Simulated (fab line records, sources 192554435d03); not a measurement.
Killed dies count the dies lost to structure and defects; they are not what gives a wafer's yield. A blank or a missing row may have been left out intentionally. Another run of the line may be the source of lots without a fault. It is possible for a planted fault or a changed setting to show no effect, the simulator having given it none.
Matching of chambers ; flow n5_finfet ; rie_diel-06 running N5_GATE_CUT_ETCH_19: 4 sister chambers
The step etches SiNx in CH3F/O2, target depth 53.7 nm, time 76.7 s. 4 wafers are shown with their chamber, then 11 later ones without.

== WAFERS, EACH WITH ITS CHAMBER ==
wafer;chamber;showerhead_plenum_p_Torr (Torr)
L084.1;0;2.07
L084.3;1;1.84
L084.6;2;2.03
L088.1;3;2.09

== WAFERS WITH NO CHAMBER GIVEN ==
wafer;showerhead_plenum_p_Torr (Torr)
L088.2;1.84
L088.5;2.02
L089.1;2.02
L089.3;2.07
L089.4;1.84
L090.2;2.09
L090.3;1.84
L090.4;2.02
L094.1;2.02
L094.5;2.06
L094.6;1.84

== WHICH CHAMBER EACH ONE RAN IN ==
wafer;from the rows above;in truth
L088.2;1;1
L088.5;2;2
L089.1;2;2
L089.3;0;0
L089.4;1;1
L090.2;3;3
L090.3;1;1
L090.4;2;2
L094.1;2;2
L094.5;0;0
L094.6;1;1
Correctly placed: 11 of 11. Not placeable from these rows: 0. Wrongly placed: 0.
How it was worked out, from the rows above alone: a wafer's distance from a chamber is the root of the sum, over the readings, of the square of ((its reading less the chamber's mean) divided by the reading's scatter). The wafer belongs to the nearest chamber; if the next one is less than 2 further off, it can't be placed. The mean given for a chamber averages the wafers shown for that chamber. The scatter (one wafer shown for each chamber): square how far every hidden wafer sits from the nearest shown wafer, average those squares and take the square root.
